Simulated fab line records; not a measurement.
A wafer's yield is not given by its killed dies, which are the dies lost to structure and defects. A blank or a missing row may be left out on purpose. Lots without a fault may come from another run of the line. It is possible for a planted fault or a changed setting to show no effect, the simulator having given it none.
fab line records -- flow n5Finfet
record lots=9, wafers=27, lastDay=18
route steps=1938 shown WELL_APT@31 FIN_SAQP@112 BEOL_M4@1111
lots that met no fault: from a run of the same line without faults
startH: hours from the record's first day to the start of the lot's first wafer shown -- waitH: time in hours since the lot's previous step -- " unchanged from the row above -- L1.1+2: several wafers, shown together as one row -- - value missing, or start not given -- * or withheld: withheld -- < > ~ a bound
route shown NAME@n: names a module that has steps shown in the file, with the first one's number in the route -- usual: mean/standard deviation taken from wafers without a fault -- same: alike in all rows -- chamber/n: place in a boat -- sites: the reading at each site -- _std_site: standard deviation of those values -- _edge_site: inner sites' mean taken away from outer sites' mean -- radiusMm: for every site, how far away it sits from the centre of the wafer -- mask NAME#n: copy n -- behind: the tool/chamber that last shaped the wafer -- hold: why the lot went on hold/how many hours it stayed there/how the hold came to an end -- device: which transistor (n, p or np) failed to switch -- end of line: the tests these same wafers got at the end of their route -- for a step that has no rows: nothing shown but its recipe -- killed: at the first sort, the dies lost to defects and structure; wafer yield is something else -- map: shows each die of a wafer: x if killed, . if not, _ if none is there
set.NAME: setting as actually run; set.NAME@STEP: the setting as run at that earlier step -- model.NAME: the simulator's own value behind a step, which no gauge read
steps of the route over a sample of lots; a table a step, a row a wafer
services: when a tool's chamber went out of use (startH, in hours from the record's first day, below 0 if earlier), for how many hours, and the reason
## steps
# step N5_WELL_APT_DESCUM_13
# recipe chemistry=O2, timeS=7.9, sourcePowerW=50, biasPowerW=20, pressureMtorr=20, rfFrequencyHz=2.712e+07, tempC=40, o2FlowSccm=225
# usual drypumpMotorCurrentA=5.6/0.57, oesProductAu=0.78/0.083, rfVppV=242.8/1.2, showerheadPlenumPTorr=2.07/0.055, throttleValvePct=20.37/0.23
lot.wafer,tool,chamber,startH,waitH,drypumpMotorCurrentA,oesProductAu,rfHoursCounterH,rfVppV,showerheadPlenumPTorr,throttleValvePct
L483.2,rieDiel-06,1,13.65,0.0,4.9,0.81,94,243.1,2.04,20.75
L483.4,rieDiel-06,0,13.65,0.0,5.6,0.82,109,243.1,2.11,20.31
L483.6,rieDiel-06,1,13.65,0.0,4.8,0.82,-,242.6,2.04,20.74
L484.1,rieDiel-01,3,19.64,0.0,5.2,0.71,192,242.8,2.07,20.39
L484.4,rieDiel-01,0,19.64,0.0,4.9,0.89,52,241.7,2.05,20.53
L484.6,rieDiel-01,2,19.64,0.0,6.3,0.94,-,243.0,2.14,19.87
L488.1,rieDiel-01,2,43.92,0.0,6.4,0.92,18,244.1,2.14,19.89
L488.3,rieDiel-01,1,43.92,0.0,5.1,0.78,114,242.2,2.09,20.21
L488.4,rieDiel-01,3,43.92,0.0,5.2,0.71,199,240.9,2.07,20.41
L491.4,rieDiel-06,3,61.77,0.0,5.5,0.73,174,240.8,1.99,20.44
L491.5,rieDiel-06,1,61.77,0.0,4.9,0.80,-,242.4,2.03,20.78
L491.6,rieDiel-06,0,61.77,0.0,5.6,0.81,-,242.8,2.10,20.35
L494.2,rieDiel-01,0,79.88,0.1,4.9,0.86,70,242.3,2.05,20.55
L494.3,rieDiel-01,2,79.88,0.1,6.5,0.90,30,242.5,2.14,19.90
L494.5,rieDiel-01,3,79.88,0.1,5.2,0.69,-,242.1,2.06,20.41
L495.1,rieDiel-01,2,85.64,0.0,6.4,0.91,32,242.5,2.14,19.91
L495.3,rieDiel-01,3,85.64,0.0,5.2,0.70,212,242.1,2.06,20.42
L495.5,rieDiel-01,0,85.64,0.0,4.9,0.86,-,239.6,2.05,20.56
L504.1,rieDiel-06,3,139.77,0.0,5.4,0.70,204,241.8,1.98,20.49
L504.4,rieDiel-06,0,139.77,0.0,5.6,0.79,150,244.1,2.09,20.38
L504.5,rieDiel-06,1,139.77,0.0,4.8,0.77,-,242.0,2.02,20.82
L505.1,rieDiel-05,3,145.77,0.0,6.1,0.72,195,245.3,2.15,20.64
L505.2,rieDiel-05,2,145.77,0.0,5.5,0.66,239,245.4,2.15,20.28
L505.5,rieDiel-05,0,145.77,0.0,6.1,0.90,-,243.5,2.06,20.13
L506.2,rieDiel-01,0,152.29,0.6,4.9,0.83,98,241.6,2.04,20.58
L506.3,rieDiel-01,3,152.29,0.6,5.2,0.67,238,241.8,2.05,20.47
L506.5,rieDiel-01,0,152.29,0.6,4.9,0.82,-,241.8,2.04,20.58
# step N5_WELL_APT_IMPLANT_32
# recipe species=BF2, energyKev=50, doseCm2=2e+13, tiltDeg=0, rotationDeg=0
# usual doseIonsCm2=2.0003e+13/1.9e+10, faradayCurrentUA=254/4.9
lot.wafer,tool,chamber,startH,waitH,doseIonsCm2,faradayCurrentUA
L483.2,implanter-01,0,15.08,0.1,1.9981e+13,250
L483.4,implanter-01,0,15.08,0.1,1.9987e+13,253
L483.6,implanter-01,0,15.08,0.1,2.001e+13,252
L484.1,implanter-02,0,21.33,0.1,2e+13,248
L484.4,implanter-02,0,21.33,0.1,2.0019e+13,255
L484.6,implanter-02,0,21.33,0.1,2e+13,254
L488.1,implanter-02,0,45.45,0.1,1.9985e+13,253
L488.3,implanter-02,0,45.45,0.1,1.9962e+13,248
L488.4,implanter-02,0,45.45,0.1,1.9953e+13,256
L491.4,implanter-02,0,63.40,0.1,2.5732e+13,335
L491.5,implanter-02,0,63.40,0.1,2.5733e+13,317
L491.6,implanter-02,0,63.40,0.1,2.5711e+13,333
L494.2,implanter-02,0,81.61,0.1,2.5705e+13,331
L494.3,implanter-02,0,81.61,0.1,2.57e+13,324
L494.5,implanter-02,0,81.61,0.1,2.5698e+13,321
L495.1,implanter-02,0,87.36,0.1,2.5773e+13,323
L495.3,implanter-02,0,87.36,0.1,2.5739e+13,324
L495.5,implanter-02,0,87.36,0.1,2.575e+13,318
L504.1,implanter-01,0,141.34,0.1,1.9997e+13,248
L504.4,implanter-01,0,141.34,0.1,2.0032e+13,264
L504.5,implanter-01,0,141.34,0.1,2e+13,258
L505.1,implanter-02,0,147.21,0.1,1.9989e+13,258
L505.2,implanter-02,0,147.21,0.1,1.9992e+13,255
L505.5,implanter-02,0,147.21,0.1,2.0005e+13,252
L506.2,implanter-02,0,154.34,0.1,1.9997e+13,253
L506.3,implanter-02,0,154.34,0.1,2.0001e+13,251
L506.5,implanter-02,0,154.34,0.1,2.0073e+13,245
# step N5_FIN_SAQP_OVL_MEAS_17
# recipe pointsPerWafer=44
# usual FIN_CORE_OVL=-0.4/0.83
lot.wafer,tool,chamber,startH,waitH,FIN_CORE_OVL[nm]
L483.2,overlay-01,0,23.74,0.0,-0.9
L483.4,overlay-01,0,23.74,0.0,-1.3
L483.6,overlay-01,0,23.74,0.0,-0.1
L484.1,overlay-02,0,35.13,0.0,-0.9
L484.4,overlay-02,0,35.13,0.0,0.5
L484.6,overlay-02,0,35.13,0.0,-1.0
L488.1,overlay-01,0,52.44,0.0,0.1
L488.3,overlay-01,0,52.44,0.0,0.2
L488.4,overlay-01,0,52.44,0.0,-0.7
L491.4,overlay-01,0,70.22,0.0,-0.8
L491.5,overlay-01,0,70.22,0.0,-1.0
L491.6,overlay-01,0,70.22,0.0,-0.8
L494.2,overlay-02,0,88.04,0.0,-0.9
L494.3,overlay-02,0,88.04,0.0,-1.8
L494.5,overlay-02,0,88.04,0.0,-1.1
L495.1,overlay-01,0,93.88,0.0,-1.2
L495.3,overlay-01,0,93.88,0.0,0.1
L495.5,overlay-01,0,93.88,0.0,0.4
L504.1,overlay-02,0,147.92,0.0,-1.3
L504.4,overlay-02,0,147.92,0.0,-1.6
L504.5,overlay-02,0,147.92,0.0,-0.4
L505.1,overlay-02,0,154.47,0.0,-0.4
L505.2,overlay-02,0,154.47,0.0,-0.1
L505.5,overlay-02,0,154.47,0.0,-1.2
L506.2,overlay-01,0,160.26,0.0,0.3
L506.3,overlay-01,0,160.26,0.0,0.0
L506.5,overlay-01,0,160.26,0.0,-0.3
# step N5_FIN_SAQP_DESCUM_21
# recipe chemistry=O2, timeS=7.9, sourcePowerW=50, biasPowerW=20, pressureMtorr=20, rfFrequencyHz=2.712e+07, tempC=40, resist=CAR-ArF, o2FlowSccm=225
# usual drypumpMotorCurrentA=5.6/0.55, oesProductAu=0.77/0.075, rfVppV=242.6/1.1, showerheadPlenumPTorr=2.07/0.059, throttleValvePct=20.40/0.22
lot.wafer,tool,chamber,startH,waitH,drypumpMotorCurrentA,oesProductAu,rfHoursCounterH,rfVppV,showerheadPlenumPTorr,throttleValvePct
L483.2,rieDiel-06,3,23.80,0.0,5.4,0.73,163,241.3,1.99,20.44
L483.4,rieDiel-06,1,23.80,0.0,4.8,0.81,98,240.6,2.04,20.75
L483.6,rieDiel-06,3,23.80,0.0,5.4,0.73,-,242.3,1.99,20.44
L484.1,rieDiel-06,1,35.34,0.2,4.8,0.82,101,242.3,2.04,20.76
L484.4,rieDiel-06,2,35.34,0.2,6.7,0.71,194,241.7,1.99,20.29
L484.6,rieDiel-06,3,35.34,0.2,5.4,0.73,-,242.2,1.99,20.45
L488.1,rieDiel-06,2,52.63,0.2,6.6,0.71,200,240.6,1.98,20.30
L488.3,rieDiel-06,3,52.63,0.2,5.5,0.73,172,242.4,1.99,20.44
L488.4,rieDiel-06,0,52.63,0.2,5.6,0.82,121,243.5,2.10,20.33
L491.4,rieDiel-01,1,70.27,0.0,5.1,0.77,122,243.7,2.08,20.23
L491.5,rieDiel-01,0,70.27,0.0,4.9,0.85,-,241.1,2.05,20.54
L491.6,rieDiel-01,1,70.27,0.0,5.1,0.78,-,242.6,2.08,20.19
L494.2,rieDiel-06,1,88.10,0.0,4.9,0.80,120,242.2,2.03,20.78
L494.3,rieDiel-06,3,88.10,0.0,5.5,0.72,185,241.8,1.98,20.46
L494.5,rieDiel-06,2,88.10,0.0,6.6,0.70,-,242.0,1.98,20.32
L495.1,rieDiel-01,3,94.11,0.2,5.2,0.70,215,244.4,2.06,20.43
L495.3,rieDiel-01,0,94.11,0.2,4.9,0.86,75,242.9,2.05,20.56
L495.5,rieDiel-01,3,94.11,0.2,5.2,0.70,-,242.1,2.06,20.45
L504.1,rieDiel-01,0,148.40,0.5,4.9,0.82,96,241.8,2.04,20.58
L504.4,rieDiel-01,3,148.40,0.5,5.2,0.69,236,243.1,2.05,20.47
L504.5,rieDiel-01,0,148.40,0.5,4.9,0.83,-,242.3,2.04,20.60
L505.1,rieDiel-01,2,155.03,0.5,6.4,0.84,58,242.5,2.13,19.97
L505.2,rieDiel-01,1,155.03,0.5,5.1,0.74,153,243.0,2.07,20.26
L505.5,rieDiel-01,0,155.03,0.5,4.9,0.82,-,241.4,2.04,20.59
L506.2,rieDiel-06,2,160.62,0.3,6.6,0.68,240,241.5,1.97,20.36
L506.3,rieDiel-06,0,160.62,0.3,5.6,0.78,159,243.2,2.09,20.38
L506.5,rieDiel-06,0,160.62,0.3,5.6,0.78,-,242.4,2.09,20.38
# step N5_BEOL_M4_RC_MEAS_101
# usual CJ_N=4.36/0.082, DIBL_N=36.0/1.8, DIBL_P=36.3/2.4, IOFF_N=0.16/0.035, IOFF_P=0.21/0.036, ION_N=673/13, ION_P=461/7.2, SS_N=71.4/0.6, SS_P=73.2/0.7, VT_N=250/4, VT_P=-250.9/2.9
lot.wafer,tool,chamber,startH,waitH,CJ_N,DIBL_N[mV/V],DIBL_P[mV/V],IOFF_N[nA/um],IOFF_P[nA/um],ION_N[uA/um],ION_P[uA/um],SS_N[mV/dec],SS_P[mV/dec],VT_N[mV],VT_P[mV]
L483.2,prober-01,0,159.93,0.2,4.34,40.9,41.0,0.27,0.32,695,472,72.0,74.4,240,-242.9
L483.4,prober-01,0,159.93,0.2,4.36,39.8,39.5,0.23,0.29,695,474,72.1,74.1,245,-243.5
L483.6,prober-01,0,159.93,0.2,4.32,36.5,35.0,0.16,0.23,669,465,71.2,72.4,252,-247.3
L484.1,prober-02,0,188.25,0.0,4.35,36.7,38.2,0.19,0.25,675,465,72.5,73.7,248,-248.4
L484.4,prober-02,0,188.25,0.0,4.37,34.7,33.9,0.14,0.17,666,457,72.2,72.5,250,-252.9
L484.6,prober-02,0,188.25,0.0,4.35,39.2,41.4,0.25,0.32,693,473,72.8,74.6,242,-245.7
L488.1,prober-02,0,218.00,0.0,4.38,32.7,32.6,0.10,0.14,643,446,70.0,71.9,259,-257.7
L488.3,prober-02,0,218.00,0.0,4.48,34.2,34.1,0.12,0.16,663,453,71.5,72.7,255,-254.1
L488.4,prober-02,0,218.00,0.0,4.32,35.7,37.3,0.15,0.20,692,471,71.5,73.3,248,-249.6
L491.4,prober-01,0,221.29,0.5,5.04,36.8,38.9,0.18,0.20,689,466,70.5,73.9,245,-253.0
L491.5,prober-01,0,221.29,0.5,4.95,37.7,39.6,0.18,0.22,679,464,71.5,74.2,247,-252.3
L491.6,prober-01,0,221.29,0.5,4.96,40.2,43.6,0.25,0.29,695,464,71.8,74.2,243,-248.7
L494.2,prober-01,0,227.39,0.2,4.98,35.2,35.9,0.13,0.21,666,464,70.6,73.9,256,-250.9
L494.3,prober-01,0,227.39,0.2,5.15,34.5,35.0,0.12,0.19,671,473,70.5,73.0,253,-252.9
L494.5,prober-01,0,227.39,0.2,5.17,32.6,32.3,0.09,0.15,655,458,70.4,71.3,259,-252.3
L495.1,prober-01,0,248.08,0.0,5.07,34.6,33.1,0.11,0.16,658,450,70.6,73.1,254,-254.4
L495.3,prober-01,0,248.08,0.0,5.05,37.9,38.1,0.18,0.23,669,455,71.9,73.1,248,-248.3
L495.5,prober-01,0,248.08,0.0,5.00,38.4,39.4,0.19,0.25,671,459,71.6,74.1,248,-248.3
L504.1,prober-01,0,316.37,0.0,4.44,36.3,34.9,0.15,0.20,679,465,71.5,73.1,246,-251.2
L504.4,prober-01,0,316.37,0.0,4.33,36.6,36.3,0.15,0.22,671,459,70.9,73.6,249,-251.9
L504.5,prober-01,0,316.37,0.0,4.45,35.2,33.6,0.13,0.17,661,450,71.0,71.9,250,-253.3
L506.2,prober-01,0,318.44,0.2,4.32,37.2,37.1,0.16,0.21,673,457,71.4,73.4,250,-252.4
L506.3,prober-01,0,318.44,0.2,4.36,37.9,36.6,0.16,0.21,681,461,72.1,74.0,250,-252.9
L506.5,prober-01,0,318.44,0.2,4.49,39.3,38.0,0.20,0.25,687,464,72.2,73.7,247,-246.7
L505.1,prober-02,0,319.72,0.0,4.37,37.5,39.3,0.18,0.24,691,475,71.0,73.8,246,-246.5
L505.2,prober-02,0,319.72,0.0,4.36,37.7,39.7,0.18,0.25,680,471,72.0,74.1,247,-247.2
L505.5,prober-02,0,319.72,0.0,4.29,36.6,38.0,0.16,0.23,685,474,71.1,73.4,246,-248.1
## services
tool,chamber,startH,hours,kind
rieDiel-01,0,3.38,4.8,repair
rieDiel-01,-,31.03,4.3,pm
rieDiel-05,0,35.02,-,clean
rieDiel-05,0,35.02,-,consumableReplace:focusRing
rieDiel-05,0,35.02,12.9,scheduledDown
rieDiel-05,0,35.02,12.9,ventCycle
rieDiel-05,1,57.17,13.0,repair
implanter-01,-,71.36,3.3,pm
implanter-01,-,80.02,18.6,pm
rieDiel-06,0,82.08,7.0,repair
rieDiel-01,-,90.23,0.2,repair
implanter-02,-,120.60,2.7,repair
implanter-01,-,126.49,1.7,repair
rieDiel-05,-,147.49,16.3,repair
## key
firstSign step=N5_WELL_APT_IMPLANT_32, reading=doseIonsCm2, direction=up, sigmas=99+, usual=2.0003e+13, struck=2.5727e+13
effect step=N5_WELL_APT_IMPLANT_32, reading=faradayCurrentUA, direction=up, sigmas=14, usual=254, struck=325
effect step=N5_BEOL_M4_RC_MEAS_101, reading=CJ_N, direction=up, sigmas=8.3, usual=4.36, struck=5.04
metAt N5_WELL_APT_IMPLANT_32
struckLots L491,L494,L495
notActingAt N5_WELL_APT_DESCUM_13,N5_FIN_SAQP_OVL_MEAS_17,N5_FIN_SAQP_DESCUM_21
onsetBetween 45.45 63.40
fault kind=processParameterDrift, tool=implanter-02, chamber=-, onsetH=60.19, steps=N5_WELL_APT_IMPLANT_32, channel=doseCm2, offset=5.7304e+12, shape=step, endH=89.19, actsIn=theseRecipesOnly, stated=2e+13
